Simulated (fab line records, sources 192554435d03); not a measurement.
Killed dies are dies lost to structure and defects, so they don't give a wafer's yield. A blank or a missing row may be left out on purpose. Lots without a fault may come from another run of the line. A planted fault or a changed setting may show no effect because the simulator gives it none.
Chamber matching | flow n5_finfet | N5_FIN_SAQP_ETCH_65 on rie_si-04: 4 sister chambers
The step etches SiO2 in CF4, target depth 4 nm, time 4.4 s. 4 wafers are shown with their chamber, then 10 later ones without.

WAFERS WITH THEIR CHAMBER
wafer  | chamber | throttle_valve_pct (%)
L082.4 | 3       | 21.82
L082.5 | 2       | 22.15
L084.1 | 0       | 21.68
L084.5 | 1       | 21.81

WAFERS WITHOUT THEIR CHAMBER
wafer  | throttle_valve_pct (%)
L084.6 | 22.17
L086.1 | 21.82
L086.2 | 21.68
L086.4 | 21.80
L088.2 | 22.16
L088.3 | 21.66
L088.5 | 21.83
L097.1 | 21.67
L097.3 | 22.16
L097.5 | 21.79

WHICH CHAMBER EACH WENT THROUGH
wafer  | from the rows above     | in truth
L084.6 | 2                       | 2
L086.1 | can't be placed: 3 or 1 | 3
L086.2 | 0                       | 0
L086.4 | can't be placed: 1 or 3 | 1
L088.2 | 2                       | 2
L088.3 | 0                       | 0
L088.5 | can't be placed: 3 or 1 | 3
L097.1 | 0                       | 0
L097.3 | 2                       | 2
L097.5 | can't be placed: 1 or 3 | 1
Placed correctly: 6 of 10. Can't be placed from these rows: 4 (the true chamber is among the candidates in 4). Placed wrongly: 0.
How it was worked out, from the rows above alone: a wafer's distance from a chamber is the root of the sum, over the readings, of the square of ((its reading less the chamber's mean) divided by the reading's scatter). The wafer belongs to the nearest chamber; if the next one is less than 2 further off, it can't be placed. A chamber's mean is the mean of its shown wafers. The scatter: with one shown wafer a chamber, the root of the mean of the squares of how far each hidden wafer lies from its nearest shown one.
